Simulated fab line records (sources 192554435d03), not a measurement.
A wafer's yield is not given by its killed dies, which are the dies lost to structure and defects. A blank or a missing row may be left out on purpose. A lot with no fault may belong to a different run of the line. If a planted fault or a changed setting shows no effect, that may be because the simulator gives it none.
The tool behind it: which one? :: flow n5Finfet :: 9 lots, 27 wafers sampled, at 2 steps of a route of 1938

## WHAT THE GAUGES SHOWED, per wafer
N5_FIN_SAQP_CD_MEAS_16 targets a cd of 35.6 nm.
lot: L367
measured: day 1 21:32
on: cdSem-03
cdNm (nm): 35.5 35.4 35.2

lot: L368
measured: day 2 03:17
on: cdSem-02
cdNm (nm): 35.1 35.5 35.6

lot: L369
measured: day 2 09:43
on: cdSem-01
cdNm (nm): 35.5 35.6 35.5

lot: L372
measured: day 3 05:21
on: cdSem-01
cdNm (nm): 35.8 35.8 35.3

lot: L376
measured: day 4 03:10
on: cdSem-03
cdNm (nm): 35.8 35.3 35.7

lot: L379
measured: day 4 21:27
on: cdSem-03
cdNm (nm): 35.7 31.6 35.2

lot: L387
measured: day 6 22:34
on: cdSem-03
cdNm (nm): 35.9 36.5 35.4

lot: L389
measured: day 7 09:48
on: cdSem-01
cdNm (nm): 35.9 35.9 36.0

lot: L390
measured: day 7 15:40
on: cdSem-01
cdNm (nm): 35.7 35.3 35.7

## EACH LOT AND THE TOOL THAT RAN IT (in order: tool; ch and the chambers of the sampled wafers; start)
lot: L367
N5_FIN_SAQP_PEB_14: lithoTrack-04 ch 0, day 1 21:28

lot: L368
N5_FIN_SAQP_PEB_14: lithoTrack-01 ch 0, day 2 03:13

lot: L369
N5_FIN_SAQP_PEB_14: lithoTrack-01 ch 0, day 2 09:39

lot: L372
N5_FIN_SAQP_PEB_14: lithoTrack-04 ch 0, day 3 05:17

lot: L376
N5_FIN_SAQP_PEB_14: lithoTrack-03 ch 0, day 4 03:06

lot: L379
N5_FIN_SAQP_PEB_14: lithoTrack-04 ch 0, day 4 21:23

lot: L387
N5_FIN_SAQP_PEB_14: lithoTrack-03 ch 0, day 6 22:30

lot: L389
N5_FIN_SAQP_PEB_14: lithoTrack-03 ch 0, day 7 09:44

lot: L390
N5_FIN_SAQP_PEB_14: lithoTrack-01 ch 0, day 7 15:35
- N5_FIN_SAQP_PEB_14: peb time 60 s.

## THE ANSWER, worked out from the rows above alone
Rule: the lots themselves supply what counts as usual. The widest of any qualifying gaps counts: lots, ordered by their means at a reading, are off when they make up no more than a third of the lots, leave a main group of 4 or more, and stand apart from it by 3 or more times the standard deviation of that group's means. Not used: any main group whose means are identical at the precision the tables above print for the reading. Also off: a lot with no number at a reading for which 4 or more lots have one. Where the step has rows for the other lots, those lots are counted as sound.
Off: L379 (N5_FIN_SAQP_CD_MEAS_16, cdNm). Main group: mean 35.6 nm, sd 0.2.
If a tool, at a process step before that reading, ran all the lots that are off and no sound lot after the first of them, it fits. Those tools and the gauges at N5_FIN_SAQP_CD_MEAS_16 are tried in the same way. One candidate fits, namely lithoTrack-04 at N5_FIN_SAQP_PEB_14. Its last sound lot is L372 (day 3 05:17), its first lot that is off L379 (day 4 21:23): a fault that began between those two fits.

## WHAT WAS PUT IN BY THE SIMULATOR
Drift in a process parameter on lithoTrack-04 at N5_FIN_SAQP_PEB_14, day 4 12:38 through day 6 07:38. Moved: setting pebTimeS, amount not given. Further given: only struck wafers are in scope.
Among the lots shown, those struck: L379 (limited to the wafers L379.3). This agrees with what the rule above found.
